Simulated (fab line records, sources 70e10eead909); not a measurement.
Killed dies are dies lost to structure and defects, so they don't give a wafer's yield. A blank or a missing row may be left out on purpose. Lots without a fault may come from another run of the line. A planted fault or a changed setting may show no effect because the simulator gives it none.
A struck lot beside a sound one | flow nand_harc | 14 steps out of a route of 1302
Sound: wafers L867.1, L867.3, L867.4. Struck: wafers L882.1, L882.5, L882.6. The cause comes at the end.
At each step with rows: each side's tool, then ch and its chambers, then its first start. Under that, the readings that differ: sound wafers | struck wafers | difference of the means | sigmas: that difference in standard deviations of wafers without a fault.
alike: readings whose means differ by less than 2 such deviations, and words and numbers that are the same on both sides. not compared: withheld readings, readings that some wafer has no value for, bounds like >300 that may hide the same value, and numbers for which the record gives no deviation and whose values overlap.
The two part at a step that has a row with sigmas, a row that says differs or no value, or rows on one side only. Numbers that don't overlap but have no deviation are shown without sigmas and don't part them. A reading that every wafer of one side lacks parts them only if that side has two wafers or more.

NHARC_P_CONTACT_CD_MEAS_19:
  sound on cd_sem-01, day 6 20:22; struck on cd_sem-03, day 13 00:56
  alike: cd_nm
NHARC_P_CONTACT_STRIP_28: strips in O2.
  sound on rie_diel-11 ch 1,2,3, day 6 20:26; struck on rie_diel-08 ch 1,2, day 13 01:00
  alike: drypump_motor_current_A, oes_product_au, rf_vpp_V, showerhead_plenum_p_Torr, throttle_valve_pct
  not compared: rf_hours_counter_h
then, 1 step without rows for these wafers: NHARC_P_CONTACT_STRIP_29 (strips in post etch residue remover, time 1200 s).
NHARC_P_CONTACT_DEGAS_38: time 60 s.
  sound on pvd_sputter-03, day 6 21:08; struck on pvd_sputter-01, day 13 01:40
  alike: heater_power_w
then, 1 step without rows for these wafers: NHARC_P_CONTACT_PRE_CLEAN_39 (time 19.5 s).
NHARC_P_CONTACT_PVD_32: deposits Ti, target thk 5 nm, time 17.7 s.
  sound on pvd_sputter-03; struck on pvd_sputter-01
  alike: throttle_valve_pct
then, 1 step without rows for these wafers: NHARC_P_CONTACT_ALD_22 (deposits TiN, target thk 3 nm, pulse time 1 s, ald cycles 150).
NHARC_P_CONTACT_CVD_23: deposits W, target thk 200 nm, time 557 s.
  sound on cvd_w-02 ch 0,1; struck on cvd_w-01 ch 0,1
  alike: heater_power_w, mfc_wf6_sccm, throttle_valve_pct
NHARC_P_CONTACT_CMP_24: polishes, t overpolish 30 s, target thk 200 nm.
  sound on cmp-01 ch 0,1,3, day 6 22:42; struck on cmp-01 ch 0,1,3, day 13 02:48
  alike: motor_current_A, overpolish_run_s, slurry_flow_ml_min, time_to_endpoint_s
then, 1 step without rows for these wafers: NHARC_P_CONTACT_SRD_26.
NHARC_P_CONTACT_INSPECT_27:
  sound on defect_inspect-01, day 6 23:06; struck on defect_inspect-02, day 13 03:09
  alike: raw_defect_count
NHARC_P_M0_DEP_00: deposits SiOC, target thk 150 nm.
  sound on pecvd-04 ch 0,2, day 6 23:10; struck on pecvd-03 ch 0,1,2, day 13 03:43
then, 1 step without rows for these wafers: NHARC_P_M0_DEHYDRATE_01 (time 120 s).
-- the record jumps here: 18 days lie between the struck wafers' starts before and after (it left off in module P_M0 and takes up again in module END, whose first step shown is number 1302 of the route) --
NHARC_END_SORT_01:
  the record has rows for the struck wafers here (prober-02 ch 0, day 31 13:17) and none for the sound ones

WHERE THEY PART
Only at NHARC_END_SORT_01, within this record.

WHY: what the simulator had put in
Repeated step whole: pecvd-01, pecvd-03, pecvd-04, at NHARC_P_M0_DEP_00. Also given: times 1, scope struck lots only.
